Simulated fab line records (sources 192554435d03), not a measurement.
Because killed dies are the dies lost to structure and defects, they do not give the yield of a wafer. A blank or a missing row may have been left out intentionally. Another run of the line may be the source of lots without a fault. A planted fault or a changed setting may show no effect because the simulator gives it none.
Matching of chambers + flow n5_finfet + pecvd-02 running N5_BEOL_M7_DEP_56: 3 sister chambers
The step deposits SiCN from 3MS/NH3, target thk 10 nm, time 17.5 s. 3 wafers are shown with their chamber, then 8 later ones without.

WAFERS WITH THEIR CHAMBER
| wafer  | chamber | showerhead_vpp_V (V) |
|--------|---------|----------------------|
| L087.1 | 1       | 927                  |
| L086.6 | 2       | 826                  |
| L088.1 | 0       | 874                  |

WAFERS WITHOUT THEIR CHAMBER
| wafer  | showerhead_vpp_V (V) |
|--------|----------------------|
| L088.4 | 872                  |
| L088.6 | 821                  |
| L092.4 | 935                  |
| L092.5 | 862                  |
| L092.6 | 819                  |
| L096.1 | 858                  |
| L096.3 | 919                  |
| L096.5 | 814                  |

WHICH CHAMBER EACH WENT THROUGH
| wafer  | from the rows above     | in truth |
|--------|-------------------------|----------|
| L088.4 | 0                       | 0        |
| L088.6 | 2                       | 2        |
| L092.4 | 1                       | 1        |
| L092.5 | 0                       | 0        |
| L092.6 | 2                       | 2        |
| L096.1 | can't be placed: 0 or 2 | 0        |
| L096.3 | 1                       | 1        |
| L096.5 | 2                       | 2        |
Correct placement for 7 of the 8. Unplaceable from these rows: 1, with the true chamber sitting among the candidates in 1. Wrongly placed: 0.
How it was worked out, from the rows above alone: a wafer's distance from a chamber is the root of the sum, over the readings, of the square of ((its reading less the chamber's mean) divided by the reading's scatter). If the next closest chamber is less than 2 further off than the closest, the wafer can't be placed; otherwise it belongs to the closest. A chamber's mean is the mean of its shown wafers. The scatter (one wafer shown for each chamber): square how far every hidden wafer sits from the nearest shown wafer, average those squares and take the square root.
